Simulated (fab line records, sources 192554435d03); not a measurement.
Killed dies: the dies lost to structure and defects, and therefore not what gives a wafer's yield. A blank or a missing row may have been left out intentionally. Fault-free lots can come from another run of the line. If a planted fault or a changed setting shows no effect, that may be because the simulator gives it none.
Matching of chambers | flow n5 finfet | 4 sister chambers for N5_BEOL_M13_ETCH_59 on rie diel-04
The step etches BARC in N2/H2, target depth 89 nm, overetch 26.7 nm, time 67.9 s. 4 wafers are shown with their chamber, then 9 later ones without.

## WAFERS PAIRED WITH THEIR CHAMBERS
wafer  | chamber | drypump motor current A (A)
L085.6 | 0       | 5.6
L086.2 | 2       | 5.2
L086.3 | 3       | 5.8
L086.6 | 1       | 5.4

## WAFERS WHOSE CHAMBER IS MISSING
wafer  | drypump motor current A (A)
L092.2 | 5.4
L092.3 | 5.2
L092.4 | 5.9
L090.2 | 5.6
L090.3 | 5.4
L090.6 | 5.6
L095.1 | 5.5
L095.3 | 5.4
L095.4 | 5.2

## THE CHAMBER EACH PASSED THROUGH
wafer  | from the rows above     | in truth
L092.2 | 1                       | 1
L092.3 | 2                       | 2
L092.4 | 3                       | 3
L090.2 | 0                       | 0
L090.3 | 1                       | 1
L090.6 | 0                       | 0
L095.1 | can't be placed: 0 or 1 | 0
L095.3 | 1                       | 1
L095.4 | 2                       | 2
Placed correctly: 8 of 9. Unplaceable from these rows: 1, with the true chamber sitting among the candidates in 1. Wrongly placed: 0.
How it was worked out, from the rows above alone: a wafer's distance from a chamber is the root of the sum, over the readings, of the square of ((its reading less the chamber's mean) divided by the reading's scatter). The wafer belongs to the nearest chamber; if the next one is less than 2 further off, it can't be placed. The mean given for a chamber averages the wafers shown for that chamber. The scatter: with one shown wafer a chamber, the root of the mean of the squares of how far each hidden wafer lies from its nearest shown one.
